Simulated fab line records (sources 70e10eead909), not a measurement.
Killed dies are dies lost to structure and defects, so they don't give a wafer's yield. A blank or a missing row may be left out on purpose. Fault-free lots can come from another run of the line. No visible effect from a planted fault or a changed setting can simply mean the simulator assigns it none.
Matching of chambers -- flow nandHarc -- NHARC_P_GATE_ETCH_32 on rieSi-01: 4 sister chambers
The step etches the open film in HBr/Cl2, target depth 150 nm, time 100.1 s. 4 wafers are shown with their chamber, then 11 later ones without.

WAFERS PAIRED WITH THEIR CHAMBERS
wafer,chamber,drypumpMotorCurrentA (A)
L086.1,0,6.0
L086.2,2,6.2
L086.3,3,5.3
L087.4,1,6.0

WAFERS WITHOUT THEIR CHAMBER
wafer,drypumpMotorCurrentA (A)
L087.5,6.2
L087.6,5.3
L090.1,6.2
L090.3,6.0
L090.5,6.0
L095.1,6.1
L095.2,6.3
L095.5,5.3
L096.1,6.0
L096.3,5.3
L096.6,6.0

CHAMBER TAKEN BY EACH
wafer,from the rows above,in truth
L087.5,2,2
L087.6,3,3
L090.1,2,2
L090.3,can't be placed: 0 or 1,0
L090.5,can't be placed: 0 or 1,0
L095.1,can't be placed: 0 or 1 or 2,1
L095.2,2,2
L095.5,3,3
L096.1,can't be placed: 0 or 1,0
L096.3,3,3
L096.6,can't be placed: 0 or 1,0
Placed correctly: 6 of 11. From these rows, 5 cannot be placed; in 5 the true chamber is one of the candidates. Placed wrongly: 0.
How it was worked out, from the rows above alone: a wafer's distance from a chamber is the root of the sum, over the readings, of the square of ((its reading less the chamber's mean) divided by the reading's scatter). If the next closest chamber is less than 2 further off than the closest, the wafer can't be placed; otherwise it belongs to the closest. The mean given for a chamber averages the wafers shown for that chamber. The scatter: root of mean squared gap, hidden wafer to nearest shown wafer, with one shown wafer a chamber.
